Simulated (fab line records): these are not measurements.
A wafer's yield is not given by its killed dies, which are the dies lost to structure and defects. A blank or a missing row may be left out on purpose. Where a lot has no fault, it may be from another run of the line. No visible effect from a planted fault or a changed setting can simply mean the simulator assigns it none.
Chamber matching -- flow n5Finfet -- 4 sister chambers for N5_BEOL_M8_DESCUM_33 on rieDiel-01
The step chemistry O2, time 7 s. 4 wafers are shown with their chamber, then 7 later ones without.

## EACH WAFER AND ITS CHAMBER
wafer,chamber,showerheadPlenumPTorr (Torr)
L085.2,0,2.07
L087.3,2,2.24
L087.5,3,2.02
L093.5,1,2.16

## WAFERS WITHOUT THEIR CHAMBER
wafer,showerheadPlenumPTorr (Torr)
L093.6,2.07
L097.1,2.01
L097.2,2.16
L097.4,2.07
L095.2,2.01
L095.3,2.23
L095.5,2.01

## EACH ONE'S CHAMBER
wafer,from the rows above,in truth
L093.6,0,0
L097.1,3,3
L097.2,1,1
L097.4,0,0
L095.2,3,3
L095.3,2,2
L095.5,3,3
Placed correctly: 7 of 7. Left unplaced by these rows: 0. Wrongly placed: 0.
How it was worked out, from the rows above alone: a wafer's distance from a chamber is the root of the sum, over the readings, of the square of ((its reading less the chamber's mean) divided by the reading's scatter). The wafer belongs to the nearest chamber; if the next one is less than 2 further off, it can't be placed. A chamber's mean is the mean of its shown wafers. The scatter: with one shown wafer a chamber, the root of the mean of the squares of how far each hidden wafer lies from its nearest shown one.
